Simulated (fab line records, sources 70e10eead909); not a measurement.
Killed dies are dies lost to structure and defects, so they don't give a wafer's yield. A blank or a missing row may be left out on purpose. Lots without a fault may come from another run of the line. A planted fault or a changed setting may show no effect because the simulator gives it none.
fab line records | flow nand_harc
record lots=24 wafers=72 last_day=25
route steps=1159 shown A_BLC@987 A_M0@1014 A_M1@1043
lots that met no fault: from a run of the same line without faults
start_h: hours from the record's first day to the start of the lot's first wafer shown | wait_h: hours since the lot's step before | " the same as in the row above | L1.1+2: a row that stands for several wafers | - no value, or no start given | * or withheld: withheld | < > ~ a bound
route shown NAME@n: a module of which the file shows steps, and the number in the route of the first | usual: mean/standard deviation of fault-free wafers | same: alike in all rows | chamber/n: place in a boat | sites: the reading at each site | _std_site: their standard deviation | _edge_site: outer sites' mean less inner sites' | radius_mm: how far each site lies from the wafer's centre | mask NAME#n: copy n | behind: the tool/chamber that last shaped the wafer | hold: why the lot was held/for how many hours/how that ended | device: the transistor (n, p or np) that didn't switch | end of line: the same wafers' tests at the end of the route | a step without rows: its recipe alone | killed: dies lost to structure and defects at the first sort, not the wafer's yield | map: a wafer's dies, x killed, . not, _ none there
set.NAME: the setting as run; set.NAME@STEP: as run at that earlier step | model.NAME: the simulator's own value behind a step, which no gauge read
steps of the route over a sample of lots; a table a step, a row a wafer
services: from which hour (start_h, from the record's first day; less than 0 if before it) a tool's chamber was out of use, for how many hours, and why
## steps
# step NHARC_A_BLC_PVD_32
# recipe target_thk_a=50 chamber_pressure_pa=5 power_w=5000 substrate_temp_c=200 time_s=17.7 material=Ti
# usual throttle_valve_pct=30.2/0.59
# same time_s=17.7
# columns lot.wafer tool chamber start_h wait_h throttle_valve_pct
L074.3 pvd_sputter-02 - - - 29.6
L074.1 " - " " 29.2
L074.4 " - " " 30.9
L076.3 pvd_sputter-03 - - - 30.3
L076.2 " - " " 30.0
L076.5 " - " " 29.8
L075.4 pvd_sputter-01 - - - 30.4
L075.1 " - " " 30.1
L075.5 " - " " 30.4
L077.1 pvd_sputter-02 - - - 31.1
L077.3 " - " " 30.8
L077.2 " - " " 29.6
L079.2 pvd_sputter-03 - - - 30.1
L079.3 " - " " 30.0
L079.1 " - " " 29.8
L078.1 pvd_sputter-01 - - - 30.3
L078.5 " - " " 31.0
L078.6 " - " " 30.5
L082.4 pvd_sputter-03 - - - 29.7
L082.1 " - " " 30.0
L082.6 " - " " 30.1
L081.2 pvd_sputter-02 - - - 29.0
L081.5 " - " " 29.7
L081.6 " - " " 29.1
L080.4 pvd_sputter-03 - - - 29.7
L080.3 " - " " 30.0
L080.6 " - " " 30.1
L083.3 pvd_sputter-02 - - - 29.0
L083.1 " - " " 31.3
L083.6 " - " " 30.9
L084.4 pvd_sputter-03 - - - 30.0
L084.2 " - " " 30.3
L084.3 " - " " 30.3
L088.2 pvd_sputter-02 - - - 28.9
L088.4 " - " " 29.8
L088.5 " - " " 29.0
L087.4 pvd_sputter-01 - - - 31.1
L087.2 " - " " 30.2
L087.5 " - " " 30.4
L086.4 pvd_sputter-01 - - - 31.1
L086.3 " - " " 30.3
L086.5 " - " " 30.5
L085.3 pvd_sputter-02 - - - 29.8
L085.6 " - " " 30.7
L085.5 " - " " 31.0
L089.1 pvd_sputter-03 - - - 30.4
L089.6 " - " " 30.6
L089.5 " - " " 29.8
L091.2 pvd_sputter-03 - - - 30.0
L091.6 " - " " 29.6
L091.5 " - " " 30.1
L090.3 pvd_sputter-03 - - - 30.6
L090.4 " - " " 29.5
L090.5 " - " " 29.7
L092.1 pvd_sputter-02 - - - 31.0
L092.6 " - " " 30.8
L092.5 " - " " 30.9
L093.3 pvd_sputter-03 - - - 29.7
L093.2 " - " " 29.6
L093.6 " - " " 29.6
L094.4 pvd_sputter-03 - - - 29.4
L094.1 " - " " 30.1
L094.6 " - " " 29.2
L095.3 pvd_sputter-02 - - - 30.9
L095.6 " - " " 30.7
L095.5 " - " " 29.9
L096.2 pvd_sputter-02 - - - 30.5
L096.4 " - " " 29.0
L096.1 " - " " 30.9
L097.4 pvd_sputter-01 - - - 29.6
L097.2 " - " " 30.2
L097.3 " - " " 30.6
# step NHARC_A_M0_PRE_CLEAN_29
# recipe time_s=30 temp_c=280 gas=H2/He
# usual heater_power_w=419/30
# same time_s=30
# columns lot.wafer tool chamber start_h wait_h heater_power_w
L074.4 pvd_sputter-03 - - - 446
L074.1 " - " " 406
L074.3 " - " " 413
L076.3 pvd_sputter-03 - - - 417
L076.2 " - " " 411
L076.5 " - " " 430
L075.1 pvd_sputter-01 - - - 425
L075.4 " - " " 490
L075.5 " - " " 405
L077.3 pvd_sputter-01 - - - 410
L077.1 " - " " 473
L077.2 " - " " 445
L079.3 pvd_sputter-03 - - - 409
L079.2 " - " " 398
L079.1 " - " " 437
L078.1 pvd_sputter-03 - - - 409
L078.5 " - " " 413
L078.6 " - " " 404
L082.1 pvd_sputter-02 - - - 438
L082.4 " - " " 416
L082.6 " - " " 425
L081.2 pvd_sputter-01 - - - 382
L081.5 " - " " 372
L081.6 " - " " 466
L080.4 pvd_sputter-03 - - - 404
L080.3 " - " " 404
L080.6 " - " " 427
L083.3 pvd_sputter-03 - - - 415
L083.1 " - " " 430
L083.6 " - " " 409
L084.3 pvd_sputter-02 - - - 431
L084.4 " - " " 406
L084.2 " - " " 382
L088.4 pvd_sputter-02 - - - 384
L088.2 " - " " 416
L088.5 " - " " 386
L087.2 pvd_sputter-01 - - - 460
L087.4 " - " " 450
L087.5 " - " " 475
L086.4 pvd_sputter-01 - - - 376
L086.3 " - " " 476
L086.5 " - " " 374
L085.3 pvd_sputter-02 - - - 407
L085.6 " - " " 427
L085.5 " - " " 411
L089.1 pvd_sputter-01 - - - 442
L089.6 " - " " 369
L089.5 " - " " 473
L091.2 pvd_sputter-01 - - - 436
L091.5 " - " " 368
L091.6 " - " " 484
L090.4 pvd_sputter-02 - - - 460
L090.3 " - " " 380
L090.5 " - " " 430
L092.1 pvd_sputter-01 - - - 484
L092.5 " - " " 373
L092.6 " - " " 469
L093.2 pvd_sputter-01 - - - 452
L093.3 " - " " 419
L093.6 " - " " 458
L094.4 pvd_sputter-03 - - - 406
L094.1 " - " " 415
L094.6 " - " " 431
L095.3 pvd_sputter-02 - - - 457
L095.6 " - " " 407
L095.5 " - " " 450
L096.2 pvd_sputter-03 - - - 393
L096.4 " - " " 436
L096.1 " - " " 423
L097.4 pvd_sputter-03 - - - 423
L097.3 " - " " 415
L097.2 " - " " 407
# step NHARC_A_M0_PVD_21
# recipe target_thk_a=300 chamber_pressure_pa=5 power_w=5000 substrate_temp_c=30 time_s=20.49 material=Cu
# usual throttle_valve_pct=30.2/0.58
# same time_s=20.49
# columns lot.wafer tool chamber start_h wait_h throttle_valve_pct
L074.1 pvd_sputter-03 - - - 30.0
L074.4 " - " " 30.3
L074.3 " - " " 30.0
L076.2 pvd_sputter-03 - - - 30.2
L076.3 " - " " 29.7
L076.5 " - " " 30.5
L075.4 pvd_sputter-01 - - - 30.4
L075.1 " - " " 30.6
L075.5 " - " " 30.2
L077.1 pvd_sputter-01 - - - 31.0
L077.3 " - " " 30.5
L077.2 " - " " 30.5
L079.1 pvd_sputter-03 - - - 30.1
L079.3 " - " " 29.7
L079.2 " - " " 30.1
L078.1 pvd_sputter-03 - - - 29.8
L078.5 " - " " 30.3
L078.6 " - " " 29.8
L082.4 pvd_sputter-02 - - - 28.9
L082.1 " - " " 29.8
L082.6 " - " " 31.1
L081.2 pvd_sputter-01 - - - 31.0
L081.5 " - " " 30.4
L081.6 " - " " 30.6
L080.3 pvd_sputter-03 - - - 29.7
L080.4 " - " " 30.3
L080.6 " - " " 30.1
L083.1 pvd_sputter-02 - - - 30.9
L083.3 " - " " 29.5
L083.6 " - " " 30.8
L084.2 pvd_sputter-02 - - - 29.8
L084.3 " - " " 29.1
L084.4 " - " " 30.9
L088.2 pvd_sputter-02 - - - 30.8
L088.4 " - " " 29.7
L088.5 " - " " 30.7
L087.2 pvd_sputter-01 - - - 30.3
L087.4 " - " " 30.1
L087.5 " - " " 30.3
L086.4 pvd_sputter-01 - - - 31.3
L086.3 " - " " 30.1
L086.5 " - " " 31.0
L085.3 pvd_sputter-02 - - - 31.1
L085.6 " - " " 29.2
L085.5 " - " " 31.1
L089.1 pvd_sputter-01 - - - 31.2
L089.6 " - " " 30.1
L089.5 " - " " 30.5
L091.2 pvd_sputter-01 - - - 31.0
L091.5 " - " " 31.2
L091.6 " - " " 30.3
L090.3 pvd_sputter-02 - - - 31.1
L090.4 " - " " 30.9
L090.5 " - " " 29.0
L092.1 pvd_sputter-01 - - - 30.8
L092.6 " - " " 30.7
L092.5 " - " " 30.4
L093.3 pvd_sputter-01 - - - 30.5
L093.2 " - " " 31.3
L093.6 " - " " 30.2
L094.1 pvd_sputter-03 - - - 29.6
L094.4 " - " " 29.8
L094.6 " - " " 29.5
L095.3 pvd_sputter-02 - - - 29.1
L095.6 " - " " 30.6
L095.5 " - " " 29.8
L096.1 pvd_sputter-03 - - - 29.9
L096.4 " - " " 29.6
L096.2 " - " " 30.5
L097.3 pvd_sputter-03 - - - 30.0
L097.2 " - " " 29.6
L097.4 " - " " 30.7
# step NHARC_A_M0_DEP_32
# recipe target_thk_a=300 temp_c=370 target_thk_nm=30 pressure_torr=3 flow_sccm=200 rf_w=450 material=SiCN
# usual heater_power_w=593/90 showerhead_vpp_V=1336/64
# columns lot.wafer tool chamber start_h wait_h heater_power_w showerhead_vpp_V
L074.3 pecvd-04 2 413.90 0.1 556 1270
L074.1 " 0 " " 618 1428
L074.4 " 2 " " 554 1269
L076.2 pecvd-03 0 414.73 0.1 775 1245
L076.3 " 1 " " 557 1226
L076.5 " 2 " " 674 1402
L075.1 pecvd-04 1 414.96 0.1 592 1333
L075.4 " 1 " " 595 1323
L075.5 " 2 " " 606 1263
L077.1 pecvd-04 2 426.49 0.1 553 1302
L077.3 " 0 " " 639 1444
L077.2 " 1 " " 606 1294
L079.3 pecvd-04 0 427.28 0.1 603 1416
L079.2 " 1 " " 688 1338
L079.1 " 2 " " 566 1301
L078.1 pecvd-03 0 437.61 0.1 701 1245
L078.5 " 0 " " 693 1246
L078.6 " 2 " " 715 1394
L082.1 pecvd-04 0 444.89 0.1 556 1409
L082.4 " 0 " " 568 1419
L082.6 " 1 " " 705 1317
L081.2 pecvd-01 1 446.86 0.1 571 1342
L081.6 " 0 " " 570 1361
L081.5 " 1 " " 583 1340
L080.3 pecvd-04 1 450.09 0.1 676 1322
L080.4 " 2 " " 531 1275
L080.6 " 1 " " 685 1318
L083.3 pecvd-01 2 459.76 0.1 357 1352
L083.1 " 0 " " 635 1379
L083.6 " 2 " " 355 1339
L084.3 pecvd-04 1 464.62 0.1 658 1315
L084.2 " 2 " " 556 1278
L084.4 " 1 " " 651 1317
L088.2 pecvd-01 2 467.38 0.1 405 1337
L088.5 " 2 " " 396 1346
L088.4 " 0 " " 600 1428
L087.2 pecvd-04 1 468.20 0.1 591 1316
L087.4 " 0 " " 585 1436
L087.5 " 2 " " 587 1252
L086.3 pecvd-03 1 471.99 0.1 562 1231
L086.5 " 2 " " 703 1413
L086.4 " 0 " " 698 1240
L085.3 pecvd-01 2 481.21 0.1 400 1348
L085.5 " 2 " " 386 1375
L085.6 " 0 " " 594 1384
L089.1 pecvd-03 0 495.71 0.1 764 1261
L089.5 " 1 " " 613 1217
L089.6 " 2 " " 624 1416
L091.2 pecvd-03 2 500.85 0.1 614 1407
L091.5 " 1 " " 626 1235
L091.6 " 0 " " 746 1254
L090.3 pecvd-01 1 501.96 0.1 535 1362
L090.5 " 1 " " 536 1330
L090.4 " 2 " " 447 1340
L092.1 pecvd-04 1 502.33 0.1 674 1320
L092.5 " 1 " " 660 1332
L092.6 " 2 " " 530 1282
L093.3 pecvd-01 0 510.40 0.1 589 1375
L093.2 " 1 " " 609 1338
L093.6 " 1 " " 626 1324
L094.1 pecvd-01 0 511.44 0.1 637 1376
L094.4 " 1 " " 586 1325
L094.6 " 2 " " 409 1357
L095.3 pecvd-04 2 519.53 0.1 580 1285
L095.6 " 0 " " 512 1453
L095.5 " 2 " " 580 1287
L096.2 pecvd-01 2 519.80 0.1 421 1377
L096.1 " 0 " " 628 1380
L096.4 " 0 " " 646 1375
L097.2 pecvd-04 1 554.12 0.1 691 1312
L097.3 " 2 " " 593 1295
L097.4 " 1 " " 672 1338
# step NHARC_A_M1_STRIP_18
# recipe power_w=1000 n2_flow_sccm=150 h2_flow_sccm=150 ar_flow_sccm=0 bias_w=0 chemistry=N2/H2
# usual drypump_motor_current_A=5.7/0.49 oes_product_au=0.997/0.013 rf_vpp_V=91.0/0.94 showerhead_plenum_p_Torr=2.11/0.095 throttle_valve_pct=14.171/0.0091
# columns lot.wafer tool chamber start_h wait_h drypump_motor_current_A oes_product_au rf_hours_counter_h rf_vpp_V showerhead_plenum_p_Torr throttle_valve_pct
L074.4 rie_diel-12 0 415.61 0.1 5.5 0.994 1.6 91.4 2.15 14.159
L074.1 " 1 " " 5.3 1.007 1.7 89.4 1.90 14.177
L074.3 " 2 " " 5.8 1.000 1.7 91.9 2.15 14.177
L076.3 rie_diel-09 2 416.49 0.1 5.0 0.979 10.6 90.4 2.08 14.155
L076.2 " 1 " " 5.9 0.997 12.1 90.9 2.07 14.176
L076.5 " 2 " " 5.0 0.985 - 91.4 2.08 14.180
L075.4 rie_diel-06 2 416.78 0.1 6.1 0.980 3.8 91.1 2.16 14.156
L075.1 " 0 " " 6.7 1.005 3.8 91.0 1.92 14.166
L075.5 " 3 " " 6.2 0.980 - 91.6 2.19 14.166
L077.1 rie_diel-06 0 428.20 0.1 6.7 0.986 0.1 89.0 1.92 14.170
L077.3 " 1 " " 5.4 1.011 0.0 91.4 2.18 14.168
L077.2 " 2 " " 6.1 0.978 0.0 90.7 2.16 14.158
L079.2 rie_diel-06 0 428.98 0.1 6.7 1.001 0.1 89.8 1.92 14.167
L079.1 " 1 " " 5.4 1.004 0.1 93.2 2.18 14.168
L079.3 " 2 " " 6.2 0.980 0.1 91.4 2.16 14.176
L078.1 rie_diel-06 1 439.63 0.1 5.4 0.996 0.6 92.6 2.18 14.175
L078.6 " 3 " " 6.1 0.981 - 90.9 2.19 14.176
L078.5 " 0 " " 6.7 1.006 - 90.7 1.92 14.171
L082.4 rie_diel-12 3 446.83 0.1 6.2 0.997 4.4 91.5 2.17 14.170
L082.1 " 0 " " 5.5 0.988 5.1 92.3 2.15 14.165
L082.6 " 2 " " 5.8 0.986 - 91.1 2.15 14.185
L081.2 rie_diel-12 3 448.74 0.1 6.1 1.004 4.4 91.5 2.17 14.173
L081.5 " 0 " " 5.5 0.985 - 89.3 2.15 14.175
L081.6 " 1 " " 5.3 1.011 - 89.8 1.90 14.172
L080.3 rie_diel-09 2 451.88 0.1 5.0 1.004 0.7 89.9 2.08 14.161
L080.4 " 3 " " 5.6 0.990 - 90.8 2.19 14.162
L080.6 " 0 " " 5.3 1.014 - 90.4 2.13 14.175
L083.1 rie_diel-09 1 461.59 0.1 5.9 0.970 1.3 92.3 2.07 14.165
L083.3 " 0 " " 5.3 1.014 1.8 91.3 2.13 14.153
L083.6 " 0 " " 5.3 1.008 - 91.6 2.13 14.159
L084.2 rie_diel-12 0 466.31 0.1 5.5 0.989 5.7 92.0 2.15 14.167
L084.4 " 1 " " 5.3 1.014 5.3 89.0 1.90 14.174
L084.3 " 3 " " 6.2 1.002 5.1 92.1 2.17 14.168
L088.2 rie_diel-09 2 469.17 0.1 5.0 1.004 3.0 90.6 2.08 14.161
L088.4 " 2 " " 5.0 1.012 - 91.8 2.08 14.184
L088.5 " 0 " " 5.3 1.011 - 90.8 2.13 14.165
L087.2 rie_diel-06 0 469.98 0.1 6.7 0.999 1.3 91.7 1.92 14.178
L087.4 " 3 " " 6.2 0.991 1.4 91.6 2.19 14.168
L087.5 " 0 " " 6.7 1.011 - 89.5 1.92 14.171
L086.4 rie_diel-06 0 473.84 0.1 6.7 0.998 1.4 89.5 1.92 14.170
L086.3 " 1 " " 5.4 1.018 1.5 93.8 2.18 14.171
L086.5 " 2 " " 6.2 1.000 - 91.3 2.16 14.179
L085.3 rie_diel-09 2 483.16 0.1 5.0 0.998 3.9 90.4 2.08 14.178
L085.6 " 0 " " 5.3 1.002 - 90.8 2.13 14.176
L085.5 " 1 " " 5.9 0.981 - 90.7 2.07 14.181
L089.1 rie_diel-06 0 497.69 0.1 6.6 0.994 1.7 90.4 1.92 14.186
L089.5 " 3 " " 6.2 0.988 - 92.3 2.19 14.177
L089.6 " 0 " " 6.7 1.009 - 90.2 1.92 14.166
L091.2 rie_diel-09 2 502.67 0.1 5.0 0.996 5.4 90.9 2.08 14.160
L091.5 " 2 " " 5.0 0.993 - 92.0 2.08 14.153
L091.6 " 3 " " 5.6 0.992 - 91.5 2.19 14.183
L090.3 rie_diel-06 3 503.73 0.2 6.1 0.975 - 90.4 2.19 14.176
L090.4 " 1 " " 5.4 1.020 - 92.1 2.18 14.178
L090.5 " 1 " " 5.4 1.007 - 91.9 2.18 14.174
L092.1 rie_diel-06 1 504.38 0.1 5.4 1.014 2.5 91.8 2.18 14.181
L092.5 " 1 " " 5.4 1.004 - 90.6 2.18 14.184
L092.6 " 3 " " 6.2 0.980 - 90.0 2.19 14.179
L093.2 rie_diel-09 2 512.16 0.1 5.0 1.002 7.0 91.8 2.08 14.166
L093.3 " 3 " " 5.6 0.994 4.5 92.8 2.19 14.167
L093.6 " 2 " " 5.0 0.998 - 91.0 2.08 14.172
L094.1 rie_diel-09 3 513.14 0.1 5.5 0.995 4.6 91.4 2.19 14.171
L094.4 " 2 " " 5.0 1.008 7.1 91.5 2.08 14.168
L094.6 " 3 " " 5.6 0.999 - 90.7 2.19 14.166
L095.3 rie_diel-06 0 521.32 0.1 6.6 0.998 2.4 90.6 1.92 14.180
L095.6 " 1 " " 5.4 1.010 - 92.2 2.18 14.178
L095.5 " 3 " " 6.1 0.971 - 91.6 2.19 14.171
L096.2 rie_diel-12 1 521.55 0.1 5.3 0.999 8.7 88.9 1.90 14.169
L096.4 " 3 " " 6.1 1.010 8.4 88.9 2.17 14.159
L096.1 " 0 " " 5.5 0.981 9.1 91.1 2.15 14.179
L097.2 rie_diel-09 2 555.89 0.1 5.0 1.000 9.8 90.2 2.08 14.179
L097.4 " 3 " " 5.6 1.015 7.7 90.2 2.19 14.176
L097.3 " 1 " " 5.9 0.998 8.6 90.6 2.07 14.173
# step NHARC_A_M1_INSPECT_27
# usual raw_defect_count=419/91
# columns lot.wafer tool chamber start_h wait_h raw_defect_count
L074.1 defect_inspect-01 - 417.80 0.0 404
L074.3 " - " " 346
L074.4 " - " " 391
L076.2 defect_inspect-02 - 418.70 0.0 393
L076.3 " - " " 413
L076.5 " - " " 366
L075.1 defect_inspect-02 - 419.02 0.0 331
L075.4 " - " " 460
L075.5 " - " " 529
L077.1 defect_inspect-01 - 430.68 0.0 534
L077.2 " - " " 326
L077.3 " - " " 382
L079.1 defect_inspect-02 - 431.52 0.0 292
L079.2 " - " " 327
L079.3 " - " " 230
L078.1 defect_inspect-02 - 441.78 0.0 279
L078.5 " - " " 318
L078.6 " - " " 380
L082.1 defect_inspect-02 - 449.28 0.0 436
L082.4 " - " " 328
L082.6 " - " " 333
L081.2 defect_inspect-02 - 451.35 0.0 537
L081.5 " - " " 572
L081.6 " - " " 575
L080.3 defect_inspect-02 - 454.73 0.0 475
L080.4 " - " " 528
L080.6 " - " " 384
L083.1 defect_inspect-02 - 463.85 0.0 365
L083.3 " - " " 362
L083.6 " - " " 351
L084.2 defect_inspect-01 - 469.05 0.0 438
L084.3 " - " " 407
L084.4 " - " " 407
L088.2 defect_inspect-02 - 471.43 0.0 548
L088.4 " - " " 350
L088.5 " - " " 408
L087.2 defect_inspect-02 - 472.25 0.0 440
L087.4 " - " " 434
L087.5 " - " " 315
L086.3 defect_inspect-02 - 475.99 0.0 393
L086.4 " - " " 372
L086.5 " - " " 341
L085.3 defect_inspect-02 - 485.32 0.0 545
L085.5 " - " " 498
L085.6 " - " " 362
L089.1 defect_inspect-02 - 499.91 0.0 363
L089.5 " - " " 424
L089.6 " - " " 329
L091.2 defect_inspect-02 - 504.88 0.0 387
L091.5 " - " " 599
L091.6 " - " " 549
L090.3 defect_inspect-02 - 506.02 0.0 469
L090.4 " - " " 545
L090.5 " - " " 467
L092.1 defect_inspect-02 - 506.77 0.0 330
L092.5 " - " " 515
L092.6 " - " " 248
L093.2 defect_inspect-02 - 514.40 0.0 417
L093.3 " - " " 341
L093.6 " - " " 451
L094.1 defect_inspect-01 - 515.34 0.0 453
L094.4 " - " " 400
L094.6 " - " " 391
L095.3 defect_inspect-01 - 523.58 0.0 457
L095.5 " - " " 417
L095.6 " - " " 516
L096.1 defect_inspect-02 - 523.81 0.0 497
L096.2 " - " " 354
L096.4 " - " " 568
L097.2 defect_inspect-02 - 558.45 0.0 387
L097.3 " - " " 360
L097.4 " - " " 326
## services
# columns tool chamber start_h hours kind
rie_diel-12 - 379.40 9.0 pm
pecvd-04 0 389.00 - clean
pecvd-04 1 389.00 - clean
pecvd-04 2 389.00 - clean
pvd_sputter-02 - 392.04 10.0 pm
rie_diel-06 - 395.05 0.4 repair
pecvd-01 - 418.21 13.0 pm
rie_diel-06 - 418.24 9.0 pm
pecvd-04 1 423.68 - calibration
rie_diel-12 3 427.24 3.9 repair
rie_diel-09 - 431.43 9.0 pm
pvd_sputter-01 - 438.65 3.7 repair
rie_diel-09 1 448.12 5.6 repair
rie_diel-09 3 459.15 12.2 repair
pecvd-01 - 461.50 2.8 repair
pecvd-03 - 473.10 13.0 pm
rie_diel-06 0 474.76 9.8 repair
pecvd-04 2 478.29 19.0 repair
rie_diel-12 3 483.64 6.4 repair
pecvd-04 0 498.02 17.1 repair
rie_diel-06 0 502.90 5.7 repair
pvd_sputter-01 - 514.00 10.0 pm
rie_diel-12 1 522.57 3.0 repair
pecvd-04 0 539.50 13.9 repair
## key
fault none
